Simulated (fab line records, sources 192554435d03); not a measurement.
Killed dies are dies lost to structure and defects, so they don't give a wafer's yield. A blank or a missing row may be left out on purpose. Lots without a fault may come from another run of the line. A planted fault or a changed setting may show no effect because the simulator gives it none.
Chamber matching | flow n5_finfet | N5_HKMG_FIN_ALD_71 on ald_metal-03: 4 sister chambers
The step deposits TiN, target thk 1 nm, pulse time 1 s, purge time 3 s. 14 wafers are shown with their chamber, then 7 later ones without.

WAFERS WITH THEIR CHAMBER
wafer  | chamber | heater_power_w (W) | precursor_pulse_height_rel
L078.2 | 2       | 951                | 0.986
L078.4 | 0       | 729                | 1.006
L078.5 | 3       | 791                | 1.017
L082.1 | 1       | 1054               | 0.970
L082.4 | 2       | 927                | 1.013
L082.6 | 3       | 794                | 1.005
L085.1 | 2       | 939                | 0.965
L085.2 | 0       | 719                | 0.990
L085.3 | 3       | 782                | 1.008
L086.3 | 3       | 795                | 1.007
L086.4 | 0       | 736                | 1.026
L086.6 | 0       | 697                | 0.991
L087.2 | 3       | 794                | 0.988
L087.3 | 1       | 1082               | 1.014

SIGNATURES (means of the wafers above)
reading                    | chamber 0 | chamber 1 | chamber 2 | chamber 3 | scatter within a chamber
heater_power_w             | 720.25    | 1068.00   | 939.00    | 791.20    | 12.9
precursor_pulse_height_rel | 1.00325   | 0.99200   | 0.98800   | 1.00500   | 0.0185
Rule: a wafer's distance from a chamber is the root of the sum, over the readings, of the square of ((its reading less the chamber's mean) divided by the reading's scatter). The wafer belongs to the nearest chamber; if the next one is less than 2 further off, it can't be placed. The scatter: the root of (the sum of the squares of (reading less its chamber's mean) over the shown wafers, divided by (wafers less chambers)).

WAFERS WITHOUT THEIR CHAMBER
wafer  | heater_power_w (W) | precursor_pulse_height_rel
L087.4 | 942                | 1.025
L093.2 | 725                | 0.982
L093.4 | 1086               | 1.012
L093.6 | 1074               | 1.009
L094.2 | 725                | 1.008
L094.3 | 1071               | 0.991
L094.5 | 776                | 1.033

WHICH CHAMBER EACH WENT THROUGH
wafer  | from the rows above | in truth
L087.4 | 2                   | 2
L093.2 | 0                   | 0
L093.4 | 1                   | 1
L093.6 | 1                   | 1
L094.2 | 0                   | 0
L094.3 | 1                   | 1
L094.5 | 3                   | 3
Placed correctly: 7 of 7. Can't be placed from these rows: 0. Placed wrongly: 0.
